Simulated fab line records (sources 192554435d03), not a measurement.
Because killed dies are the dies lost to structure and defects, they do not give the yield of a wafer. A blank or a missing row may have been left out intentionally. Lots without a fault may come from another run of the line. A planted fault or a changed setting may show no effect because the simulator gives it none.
One fault through the eyes of 2 desks | flow n5_finfet | only its own numbers are on each desk; what lay behind them is given at the end

DESK OF THE TOOL OWNER: ald_metal-04
The tool's own readings at N5_BEOL_M5_ALD_86 (deposits TaN, pulse time 2 s, purge time 3 s, co reactant purge time 2 s): means of the sampled wafers that have a number, for each lot that ran on this tool. A lot is out of limits, marked OUT, if its mean lies more than 4 standard deviations from the usual mean; the brackets give that distance.
Columns: A = heater_power_w at N5_BEOL_M5_ALD_86, usual 427 W; B = susceptor_temp_C at N5_BEOL_M5_ALD_86, usual 275.01 C
lot  | first seen here | A   | B
L125 | day 9 05:19     | 410 | 274.87
L126 | day 9 05:59     | 386 | 275.04
L141 | day 13 04:49    | 451 | 274.76
L142 | day 13 11:08    | 436 | 275.06
This desk's finding: nothing out of limits on any of the 4 lots.

AT THE METROLOGY DESK
Lot by lot, what the gauges showed, no matter which tool ran the lot: averages of those sampled wafers that carry a number. A lot is out of limits, marked OUT, if its mean lies more than 4 standard deviations from the usual mean; the brackets give that distance. Shown are 7 of the 38 readings it has, namely the first that went out of limits plus those furthest out on some lot.
Columns: A = DIBL_N at N5_BEOL_M4_RC_MEAS_101, usual 36.3 mV/V; B = ION_N at N5_BEOL_M4_RC_MEAS_101, usual 671 uA/um; C = COMB_M5 at N5_BEOL_M15_RC_MEAS_101, usual 3.7e-11 S/m; D = COMB_M5_max_site at N5_BEOL_M15_RC_MEAS_101, usual 5.4e-11 S/m; E = SERP_M5 at N5_BEOL_M15_RC_MEAS_101, usual 38.5 ohm/um; F = SERP_M5_max_site at N5_BEOL_M15_RC_MEAS_101, usual 39.9 ohm/um; G = SERP_M7 at N5_BEOL_M15_RC_MEAS_101, usual 14.1 ohm/um
lot  | first seen here | A    | B   | C                 | D                 | E    | F    | G
L125 | day 8 21:08     | 36.5 | 677 | 3.9e-11           | 5.3e-11           | 38.7 | 40.0 | 13.8
L126 | day 8 23:38     | 35.7 | 668 | 4.2e-11           | 5.6e-11           | 38.3 | 40.1 | 13.8
L139 | day 12 15:58    | 39.0 | 677 | 3.4e-11           | 5.1e-11           | 41.0 | 42.3 | 14.4
L141 | day 12 20:58    | 36.1 | 670 | 3.2e-10 (+43) OUT | 4.9e-10 (+39) OUT | 35.1 | 37.3 | 13.2
L142 | day 13 05:38    | 36.2 | 670 | 3.4e-10 (+46) OUT | 5.6e-10 (+46) OUT | 35.5 | 36.7 | 14.1
L144 | day 13 14:47    | 34.5 | 653 | 3.7e-11           | 5.9e-11           | 37.9 | 38.9 | 13.7
This desk reports L141, L142 out of limits; the earliest was L141 at day 17 01:17 (COMB_M5 at N5_BEOL_M15_RC_MEAS_101). In limits: L125, L126, L139, L144.

ALL TOGETHER
Metrology desk: alarm possible at day 17 01:17 on L141, L142.
Nothing out of limits was seen by the tool owner's desk.
On record at the tool owner's desk: L141, L142, within its limits.
All the named lots went through N5_BEOL_M5_ALD_86 on ald_metal-04.

WHAT WAS PUT IN BY THE SIMULATOR
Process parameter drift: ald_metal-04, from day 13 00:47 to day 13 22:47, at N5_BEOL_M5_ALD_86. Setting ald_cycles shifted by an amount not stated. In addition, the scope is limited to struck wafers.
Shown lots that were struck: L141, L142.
Hours from the fault's start to each desk's first reading out of limits: the metrology desk, 97.
